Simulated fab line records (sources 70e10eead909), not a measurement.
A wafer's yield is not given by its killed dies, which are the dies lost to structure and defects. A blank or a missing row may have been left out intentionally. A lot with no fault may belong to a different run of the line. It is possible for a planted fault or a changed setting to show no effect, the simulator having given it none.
Which tool is to blame? + flow nand harc + 24 lots with 72 wafers sampled at 5 steps, on a route of 1159 steps

## WHAT THE GAUGES SHOWED, per wafer
NHARC_A_SGD_CUT_OVL_MEAS_10.
| lot  | measured     | on         | overlay x nm (nm) | overlay y nm (nm) |
|------|--------------|------------|-------------------|-------------------|
| L075 | day 14 08:55 | overlay-01 | 0.1 0.1 0.4       | -1.5 -1.6 -1.5    |
| L077 | day 14 14:46 | overlay-01 | -0.8 -0.8 -1.0    | -0.9 -0.6 -1.1    |
| L076 | day 14 16:38 | overlay-01 | 0.1 -0.2 -0.8     | -0.9 -1.0 -0.8    |
| L074 | day 14 15:21 | overlay-01 | -0.9 -0.9 -1.0    | 0.5 -0.1 -0.4     |
| L078 | day 14 18:31 | overlay-02 | 2.0 1.2 2.1       | 0.2 0.3 0.5       |
| L079 | day 15 02:16 | overlay-01 | -0.6 -1.0 -1.2    | 1.2 0.6 0.6       |
| L080 | day 15 12:05 | overlay-01 | 0.8 0.2 0.9       | 0.1 0.5 0.8       |
| L081 | day 15 12:46 | overlay-02 | 0.4 0.3 0.2       | -0.6 -0.2 0.0     |
| L082 | day 15 12:04 | overlay-01 | 1.5 1.4 2.0       | 1.2 1.8 1.3       |
| L084 | day 16 09:35 | overlay-01 | 0.2 -0.5 0.3      | 0.1 0.5 0.3       |
| L083 | day 16 09:57 | overlay-02 | 1.2 1.6 1.7       | 0.6 0.4 0.5       |
| L085 | day 17 00:46 | overlay-01 | 0.6 -0.1 -0.1     | 1.6 1.6 1.5       |
| L087 | day 17 00:35 | overlay-02 | -1.5 -2.1 -1.8    | -0.6 -0.8 -0.9    |
| L088 | day 17 02:10 | overlay-01 | -0.8 -1.5 -1.7    | 0.4 0.9 0.1       |
| L086 | day 17 00:56 | overlay-01 | 0.5 0.2 0.7       | -1.6 -1.4 -1.9    |
| L089 | day 17 10:41 | overlay-02 | -0.1 -0.2 -0.6    | -1.2 -2.1 -1.5    |
| L094 | day 18 11:03 | overlay-01 | 0.6 -0.3 0.1      | 1.1 0.6 0.5       |
| L090 | day 18 11:18 | overlay-01 | -0.9 -0.6 -0.8    | -0.9 -0.1 -0.4    |
| L092 | day 18 20:40 | overlay-01 | 0.7 0.9 0.4       | 1.7 2.2 2.0       |
| L091 | day 18 18:27 | overlay-02 | -1.6 -1.5 -1.4    | 0.7 0.5 0.6       |
| L095 | day 18 18:09 | overlay-01 | 0.8 0.8 1.1       | 0.2 0.3 0.3       |
| L096 | day 18 17:50 | overlay-01 | 0.6 -0.1 0.2      | 1.1 1.5 1.2       |
| L093 | day 18 23:37 | overlay-01 | 1.3 1.0 1.4       | 0.8 0.4 0.3       |
| L097 | day 19 12:35 | overlay-02 | 2.1 1.4 1.2       | -3.1 -2.8 -2.6    |

## TOOL THAT RAN EACH LOT (tool first, then ch and the chambers of the sampled wafers, then the start)
| lot  | NHARC_A_STAIRCASE_ETCH_313         | NHARC_A_STAIRCASE_STRIP_316                   | NHARC_A_STAIRCASE_CMP_450     | NHARC_A_STAIRCASE_ETCHBACK_422     |
|------|------------------------------------|-----------------------------------------------|-------------------------------|------------------------------------|
| L075 | rie diel-01 ch 1,2,3, day 12 08:56 | rie diel-01 ch 2,3, day 14 05:59 or earlier   | cmp-02 ch 0,2,3, day 14 05:59 | rie diel-13 ch 0,1, day 14 06:36   |
| L077 | rie diel-01 ch 0,1,2, day 12 13:19 | rie diel-01 ch 0,1, day 14 11:58 or earlier   | cmp-04 ch 0,2, day 14 11:58   | rie diel-12 ch 0,2,3, day 14 12:31 |
| L076 | rie diel-12 ch 1,2, day 12 13:25   | rie diel-12 ch 1,2,3, day 14 13:46 or earlier | cmp-02 ch 0,1, day 14 13:46   | rie diel-12 ch 0,2, day 14 14:19   |
| L074 | rie diel-01 ch 0,1,3, day 12 15:02 | rie diel-01 ch 1,2,3, day 14 12:35 or earlier | cmp-03 ch 0,1,2, day 14 12:35 | rie diel-01 ch 0,1,3, day 14 13:07 |
| L078 | rie diel-12 ch 0,1,2, day 12 17:02 | rie diel-12 ch 1,2,3, day 14 15:57 or earlier | cmp-04 ch 1,2,3, day 14 15:57 | rie diel-13 ch 1,2,3, day 14 16:29 |
| L079 | rie diel-13 ch 1,2,3, day 13 00:21 | rie diel-13 ch 1,3, day 14 23:43 or earlier   | cmp-02 ch 1,3, day 14 23:43   | rie diel-12 ch 1,2,3, day 15 00:16 |
| L080 | rie diel-01 ch 0,1, day 13 13:15   | rie diel-01 ch 1,2, day 15 09:26 or earlier   | cmp-02 ch 0,1, day 15 09:26   | rie diel-13 ch 0,2, day 15 09:58   |
| L081 | rie diel-13 ch 0,1,3, day 13 13:47 | rie diel-13 ch 0,1, day 15 10:01 or earlier   | cmp-04 ch 0,1,2, day 15 10:01 | rie diel-12 ch 0,1,2, day 15 10:32 |
| L082 | rie diel-01 ch 0,2,3, day 13 14:59 | rie diel-01 ch 0,1, day 15 09:17 or earlier   | cmp-04 ch 0,1,3, day 15 09:17 | rie diel-01 ch 0,2, day 15 09:50   |
| L084 | rie diel-12 ch 0,1,3, day 14 08:25 | rie diel-12 ch 0,1,3, day 16 06:55 or earlier | cmp-04 ch 0,1,2, day 16 06:55 | rie diel-13 ch 0,2,3, day 16 07:27 |
| L083 | rie diel-13 ch 2,3, day 14 12:14   | rie diel-13 ch 0,1,2, day 16 06:41 or earlier | cmp-02 ch 0,2,3, day 16 06:41 | rie diel-01 ch 0,2,3, day 16 07:59 |
| L085 | rie diel-13 ch 1,2,3, day 14 21:19 | rie diel-13 ch 2,3, day 16 21:45 or earlier   | cmp-04 ch 0,1,3, day 16 21:45 | rie diel-13 ch 0,1,2, day 16 22:17 |
| L087 | rie diel-12 ch 1,2,3, day 15 02:17 | rie diel-12 ch 1,2,3, day 16 21:41 or earlier | cmp-02 ch 0,2,3, day 16 21:41 | rie diel-01 ch 0,1,3, day 16 22:13 |
| L088 | rie diel-13 ch 0,2,3, day 15 07:46 | rie diel-13 ch 1,2,3, day 16 23:29 or earlier | cmp-04 ch 1,2,3, day 16 23:29 | rie diel-13 ch 0,1,3, day 17 00:01 |
| L086 | rie diel-13 ch 0,2,3, day 15 07:50 | rie diel-13 ch 0,3, day 16 22:01 or earlier   | cmp-03 ch 0,2, day 16 22:01   | rie diel-13 ch 1,3, day 16 22:34   |
| L089 | rie diel-13 ch 0,1,3, day 15 12:02 | rie diel-13 ch 1,2, day 17 07:34 or earlier   | cmp-03 ch 1,2,3, day 17 07:34 | rie diel-13 ch 0,1, day 17 08:31   |
| L094 | rie diel-13 ch 0,1,2, day 16 12:20 | rie diel-13 ch 0,1,2, day 18 08:17 or earlier | cmp-04 ch 0,1,3, day 18 08:17 | rie diel-13 ch 0,2,3, day 18 08:49 |
| L090 | rie diel-13 ch 0,1, day 16 14:04   | rie diel-13 ch 0,1,3, day 18 08:34 or earlier | cmp-02 ch 0,1, day 18 08:34   | rie diel-13 ch 0,3, day 18 09:07   |
| L092 | rie diel-12 ch 2,3, day 16 14:41   | rie diel-12 ch 0,1,3, day 18 17:31 or earlier | cmp-02 ch 0,1,3, day 18 17:31 | rie diel-01 ch 0,3, day 18 18:15   |
| L091 | rie diel-13 ch 0,1, day 16 21:52   | rie diel-13 ch 1,2, day 18 15:37 or earlier   | cmp-04 ch 2,3, day 18 15:37   | rie diel-12 ch 1,2, day 18 16:08   |
| L095 | rie diel-01 ch 0,1,3, day 16 22:21 | rie diel-01 ch 1,2,3, day 18 15:25 or earlier | cmp-04 ch 0,3, day 18 15:25   | rie diel-12 ch 0,3, day 18 15:56   |
| L096 | rie diel-13 ch 0,1,2, day 16 23:54 | rie diel-13 ch 0,1,2, day 18 15:07 or earlier | cmp-02 ch 0,1,3, day 18 15:07 | rie diel-12 ch 1,2,3, day 18 15:40 |
| L093 | rie diel-01 ch 0,3, day 17 00:20   | rie diel-01 ch 1,3, day 18 21:02 or earlier   | cmp-02 ch 0,1,2, day 18 21:02 | rie diel-12 ch 0,1, day 18 21:32   |
| L097 | rie diel-01 ch 0,2,3, day 17 11:55 | rie diel-01 ch 0,2,3, day 19 10:04 or earlier | cmp-03 ch 2,3, day 19 10:04   | rie diel-01 ch 1,2, day 19 10:37   |
- NHARC_A_STAIRCASE_ETCH_313: etches the open film in CF4/CHF3.
- NHARC_A_STAIRCASE_STRIP_316: strips in O2.
- NHARC_A_STAIRCASE_CMP_450: polishes SiO2, target thk 200 nm.
- NHARC_A_STAIRCASE_ETCHBACK_422: etches the open film in CH3F/O2, target depth 40 nm, time 74.286 s.

## AS READ BY THE TOOLS THEMSELVES (means over the sampled wafers that have a number; for cases with no such wafer, the mark the record gives instead)
NHARC_A_STAIRCASE_ETCH_313.
| lot  | tool        | drypump motor current A (A) | oes product au (a.u.) | rf vpp V (V) | showerhead plenum p Torr (Torr) | throttle valve pct (%) |
|------|-------------|-----------------------------|-----------------------|--------------|---------------------------------|------------------------|
| L075 | rie diel-01 | 5.8                         | 0.931                 | 370.6        | 1.61                            | 16.804                 |
| L077 | rie diel-01 | 5.8                         | 0.929                 | 368.8        | 1.53                            | 16.798                 |
| L076 | rie diel-12 | 5.7                         | 0.924                 | 368.1        | 1.51                            | 16.805                 |
| L074 | rie diel-01 | 5.8                         | 0.922                 | 371.1        | 1.60                            | 16.801                 |
| L078 | rie diel-12 | 5.8                         | 0.919                 | 369.8        | 1.54                            | 16.809                 |
| L079 | rie diel-13 | 6.1                         | 0.946                 | 371.9        | 1.60                            | 16.799                 |
| L080 | rie diel-01 | 6.0                         | 0.928                 | 371.0        | 1.58                            | 16.812                 |
| L081 | rie diel-13 | 5.7                         | 0.952                 | 370.4        | 1.59                            | 16.803                 |
| L082 | rie diel-01 | 5.7                         | 0.924                 | 369.6        | 1.54                            | 16.805                 |
| L084 | rie diel-12 | 6.0                         | 0.918                 | 370.5        | 1.57                            | 16.810                 |
| L083 | rie diel-13 | 6.1                         | 0.921                 | 370.4        | 1.55                            | 16.801                 |
| L085 | rie diel-13 | 6.1                         | 0.973                 | 370.9        | 1.60                            | 16.806                 |
| L087 | rie diel-12 | 5.9                         | 0.918                 | 371.2        | 1.56                            | 16.800                 |
| L088 | rie diel-13 | 5.6                         | 0.925                 | 371.4        | 1.60                            | 16.800                 |
| L086 | rie diel-13 | 5.6                         | 0.925                 | 372.0        | 1.60                            | 16.802                 |
| L089 | rie diel-13 | 5.7                         | 0.967                 | 371.1        | 1.58                            | 16.804                 |
| L094 | rie diel-13 | 5.6                         | 0.957                 | 373.0        | 1.65                            | 16.805                 |
| L090 | rie diel-13 | 5.7                         | 0.960                 | 372.2        | 1.63                            | 16.798                 |
| L092 | rie diel-12 | 6.0                         | 0.926                 | 372.0        | 1.60                            | 16.797                 |
| L091 | rie diel-13 | 5.7                         | 0.954                 | 374.1        | 1.63                            | 16.792                 |
| L095 | rie diel-01 | 5.8                         | 0.923                 | 371.7        | 1.59                            | 16.804                 |
| L096 | rie diel-13 | 5.6                         | 0.926                 | 373.4        | 1.65                            | 16.805                 |
| L093 | rie diel-01 | 5.7                         | 0.934                 | 369.0        | 1.54                            | 16.793                 |
| L097 | rie diel-01 | 5.6                         | 0.975                 | 369.3        | 1.54                            | 16.805                 |

NHARC_A_STAIRCASE_STRIP_316.
| lot  | tool        | drypump motor current A (A) | oes product au (a.u.) | rf vpp V (V) | showerhead plenum p Torr (Torr) | throttle valve pct (%) |
|------|-------------|-----------------------------|-----------------------|--------------|---------------------------------|------------------------|
| L075 | rie diel-01 | 5.7                         | 0.998                 | 57.9         | 3.48                            | 17.031                 |
| L077 | rie diel-01 | 5.8                         | 1.013                 | 57.9         | 3.44                            | 17.037                 |
| L076 | rie diel-12 | 5.9                         | 0.996                 | 58.1         | 3.50                            | 17.036                 |
| L074 | rie diel-01 | 5.8                         | 1.006                 | 58.1         | 3.59                            | 17.035                 |
| L078 | rie diel-12 | 5.9                         | 0.999                 | 58.7         | 3.50                            | 17.029                 |
| L079 | rie diel-13 | 6.2                         | 1.003                 | 58.2         | 3.54                            | 17.035                 |
| L080 | rie diel-01 | 5.8                         | 1.002                 | 57.5         | 3.44                            | 17.033                 |
| L081 | rie diel-13 | 5.7                         | 0.990                 | 58.3         | 3.67                            | 17.036                 |
| L082 | rie diel-01 | 5.8                         | 1.009                 | 57.9         | 3.43                            | 17.039                 |
| L084 | rie diel-12 | 6.0                         | 0.993                 | 58.1         | 3.51                            | 17.035                 |
| L083 | rie diel-13 | 5.6                         | 1.002                 | 57.9         | 3.72                            | 17.043                 |
| L085 | rie diel-13 | 6.1                         | 0.998                 | 57.8         | 3.47                            | 17.030                 |
| L087 | rie diel-12 | 5.9                         | 0.992                 | 57.0         | 3.49                            | 17.032                 |
| L088 | rie diel-13 | 6.1                         | 0.999                 | 57.8         | 3.58                            | 17.041                 |
| L086 | rie diel-13 | 5.2                         | 1.002                 | 58.2         | 3.57                            | 17.040                 |
| L089 | rie diel-13 | 6.0                         | 1.006                 | 58.6         | 3.74                            | 17.031                 |
| L094 | rie diel-13 | 5.6                         | 1.000                 | 57.4         | 3.70                            | 17.036                 |
| L090 | rie diel-13 | 5.7                         | 1.003                 | 58.2         | 3.54                            | 17.035                 |
| L092 | rie diel-12 | 6.0                         | 0.997                 | 57.7         | 3.50                            | 17.041                 |
| L091 | rie diel-13 | 6.1                         | 0.995                 | 58.4         | 3.68                            | 17.039                 |
| L095 | rie diel-01 | 5.8                         | 1.000                 | 58.4         | 3.57                            | 17.044                 |
| L096 | rie diel-13 | 5.6                         | 1.009                 | 59.3         | 3.70                            | 17.029                 |
| L093 | rie diel-01 | 5.8                         | 1.002                 | 57.7         | 3.72                            | 17.034                 |
| L097 | rie diel-01 | 5.7                         | 1.007                 | 58.4         | 3.45                            | 17.028                 |

NHARC_A_STAIRCASE_CMP_450.
| lot  | tool   | edge zone pressure frac | motor current A (A) |
|------|--------|-------------------------|---------------------|
| L075 | cmp-02 | 1.000                   | 13.2                |
| L077 | cmp-04 | 1.001                   | 12.6                |
| L076 | cmp-02 | 0.998                   | 13.4                |
| L074 | cmp-03 | 1.001                   | 11.2                |
| L078 | cmp-04 | 0.996                   | 13.1                |
| L079 | cmp-02 | 1.000                   | 12.7                |
| L080 | cmp-02 | 0.994                   | 12.4                |
| L081 | cmp-04 | 1.004                   | 12.4                |
| L082 | cmp-04 | 0.998                   | 12.5                |
| L084 | cmp-04 | 1.004                   | 12.6                |
| L083 | cmp-02 | 1.003                   | 12.9                |
| L085 | cmp-04 | 1.003                   | 12.6                |
| L087 | cmp-02 | 1.004                   | 12.8                |
| L088 | cmp-04 | 1.003                   | 13.7                |
| L086 | cmp-03 | 0.997                   | 11.0                |
| L089 | cmp-03 | 1.002                   | 12.3                |
| L094 | cmp-04 | 1.000                   | 12.6                |
| L090 | cmp-02 | 1.002                   | 12.6                |
| L092 | cmp-02 | 0.993                   | 12.9                |
| L091 | cmp-04 | 1.000                   | 14.8                |
| L095 | cmp-04 | 1.003                   | 13.5                |
| L096 | cmp-02 | 1.001                   | 12.7                |
| L093 | cmp-02 | 1.005                   | 12.2                |
| L097 | cmp-03 | 0.991                   | 13.0                |

NHARC_A_STAIRCASE_ETCHBACK_422.
| lot  | tool        | drypump motor current A (A) | oes product au (a.u.) | rf vpp V (V) | showerhead plenum p Torr (Torr) | throttle valve pct (%) |
|------|-------------|-----------------------------|-----------------------|--------------|---------------------------------|------------------------|
| L075 | rie diel-13 | 5.7                         | 1.00                  | 244.9        | 2.56                            | 20.665                 |
| L077 | rie diel-12 | 6.0                         | 0.93                  | 245.0        | 2.48                            | 20.659                 |
| L076 | rie diel-12 | 5.9                         | 0.93                  | 244.9        | 2.45                            | 20.659                 |
| L074 | rie diel-01 | 5.8                         | 1.00                  | 244.5        | 2.50                            | 20.664                 |
| L078 | rie diel-13 | 6.1                         | 0.92                  | 244.9        | 2.50                            | 20.663                 |
| L079 | rie diel-12 | 5.9                         | 0.92                  | 243.8        | 2.43                            | 20.671                 |
| L080 | rie diel-13 | 5.6                         | 0.93                  | 246.7        | 2.63                            | 20.658                 |
| L081 | rie diel-12 | 5.8                         | 0.99                  | 244.1        | 2.40                            | 20.659                 |
| L082 | rie diel-01 | 5.7                         | 1.01                  | 242.6        | 2.30                            | 20.661                 |
| L084 | rie diel-13 | 5.6                         | 0.93                  | 244.9        | 2.51                            | 20.655                 |
| L083 | rie diel-01 | 5.6                         | 1.00                  | 243.6        | 2.41                            | 20.668                 |
| L085 | rie diel-13 | 5.6                         | 0.93                  | 246.3        | 2.58                            | 20.657                 |
| L087 | rie diel-01 | 5.8                         | 0.93                  | 244.9        | 2.49                            | 20.669                 |
| L088 | rie diel-13 | 5.7                         | 0.93                  | 244.6        | 2.47                            | 20.666                 |
| L086 | rie diel-13 | 6.2                         | 0.92                  | 243.3        | 2.37                            | 20.654                 |
| L089 | rie diel-13 | 5.2                         | 0.93                  | 246.1        | 2.56                            | 20.675                 |
| L094 | rie diel-13 | 5.6                         | 0.93                  | 244.4        | 2.50                            | 20.658                 |
| L090 | rie diel-13 | 5.6                         | 1.00                  | 243.2        | 2.38                            | 20.666                 |
| L092 | rie diel-01 | 5.6                         | 0.92                  | 245.1        | 2.51                            | 20.668                 |
| L091 | rie diel-12 | 5.7                         | 0.99                  | 242.2        | 2.34                            | 20.661                 |
| L095 | rie diel-12 | 6.2                         | 1.00                  | 244.9        | 2.52                            | 20.655                 |
| L096 | rie diel-12 | 5.9                         | 1.00                  | 244.4        | 2.42                            | 20.661                 |
| L093 | rie diel-12 | 6.0                         | 0.92                  | 243.4        | 2.40                            | 20.664                 |
| L097 | rie diel-01 | 6.0                         | 0.99                  | 244.1        | 2.46                            | 20.670                 |

## THE ANSWER, worked out from the rows above alone
Rule: the usual values come from the lots themselves. Put in order of their means at a reading, lots are off if they are a third of the lots or fewer, leave a main group of 4 or more, and stand apart from it by a gap of 3 or more times the standard deviation of the main group's means; of several such gaps the widest counts. The tables above print the reading to a certain number of digits; a main group whose means all agree to those digits is not used. A lot without any number at a reading at which 4 lots or more have one is off too. Any other lot the step has rows for is counted as sound. After the gauges, taken in route order, come the tools' own readings; for these a lot's mean is taken, as printed above. The first step at which some lot is off is used, and at that step the reading that is off furthest; a lot without a number counts as furthest.
Across all readings shown, no lot is off: no conclusion can be drawn from this.

## WHAT THE SIMULATOR PUT IN
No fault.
